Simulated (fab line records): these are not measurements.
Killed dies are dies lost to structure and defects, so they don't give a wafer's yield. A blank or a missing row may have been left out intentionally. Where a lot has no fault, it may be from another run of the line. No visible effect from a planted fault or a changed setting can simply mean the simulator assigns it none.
Lot-split experiment	flow n5-finfet	on a route of 1938 steps: 7 lots, 21 wafers read

== ON THE SPLIT ==
At N5_BEOL_M7_DESCUM_33 (chemistry O2, time 7 s), the setting time-s was moved away from the recipe's 7 s on 3 of the 21 wafers read, by +8.0% to +17.5%. This setting was run at the recipe's value on the other wafers.

Reading taken at the split's own step.

== THE READING ==
CAR-EUV_of_BEOL_M7_COAT_22.thk-nm (the simulator's own value, which no gauge read), in nm, at N5_BEOL_M7_DESCUM_33 (chemistry O2, time 7 s). There is no usual value for it anywhere in the file. The 18 wafers here that ran the recipe average 26.1 nm, standard deviation 0.09 nm.

wafer	tool, chamber at the split	time-s as run, s	against the recipe	CAR-EUV_of_BEOL_M7_COAT_22.thk-nm, nm	against lot-mates on the recipe
L074.1	rie-diel-01, 1,2,0	7	recipe	26	-
L074.3	rie-diel-01, 1,2,0	7	recipe	26	-
L074.5	rie-diel-01, 1,2,0	7	recipe	26	-
L083.2	rie-diel-05, 1,2,0	7	recipe	26	-
L083.4	rie-diel-05, 1,2,0	7	recipe	26	-
L083.5	rie-diel-05, 1,2,0	7	recipe	26	-
L086.4	rie-diel-02, 1	8.227	+17.5%	25.6	-0.6
L086.5	rie-diel-02, 0	7	recipe	26.2	-
L086.6	rie-diel-02, 3	8.227	+17.5%	25.4	-0.8
L087.2	rie-diel-01, 1,2	7	recipe	26.2	-
L087.3	rie-diel-01, 1,2	7	recipe	26.2	-
L087.5	rie-diel-01, 2	7	recipe	26	-
L091.1	rie-diel-05, 1	7	recipe	26.2	-
L091.3	rie-diel-05, 3	7.561	+8.0%	25.8	-0.3
L091.4	rie-diel-05, 2	7	recipe	26	-
L093.2	rie-diel-05, 0	7	recipe	26.2	-
L093.5	rie-diel-05, 2,1	7	recipe	26	-
L093.6	rie-diel-05, 2,1	7	recipe	26	-
L097.1	rie-diel-05, 2,0,1	7	recipe	26	-
L097.2	rie-diel-05, 2,0,1	7	recipe	26	-
L097.6	rie-diel-05, 2,0,1	7	recipe	26	-
Where a row lists several chambers, the file gives one row for several wafers and doesn't say which wafer went through which chamber.

THE FIT
A straight line over all 21 wafers: CAR-EUV_of_BEOL_M7_COAT_22.thk-nm changes by -0.0317 nm for each +1% of time-s; r = -0.88; the points scatter about the line by 0.093 nm.
The same after taking each lot's own level away (the mean of its wafers on the recipe; 21 wafers): -0.0397 nm for each +1%; r = -0.95; scatter 0.07 nm.
According to that fit, moving time-s by its largest amount changes the reading by 0.7 nm.
The lots' own levels span 26.00 to 26.20 nm, that is 2.2 times the standard deviation above.
Thus the slope moves with the lot-to-lot level: the two fits are different.
Check: with one of the wafers moved furthest among these (+17.5%) left out of the fit, the line predicts -0.775 nm for it against its lot-mates. Against them it came out at -0.6 nm.

== FILE'S OWN FIT ==
CAR-EUV_of_BEOL_M7_COAT_22.thk-nm changes by -0.0395 nm for each +1% of time-s, r = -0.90.
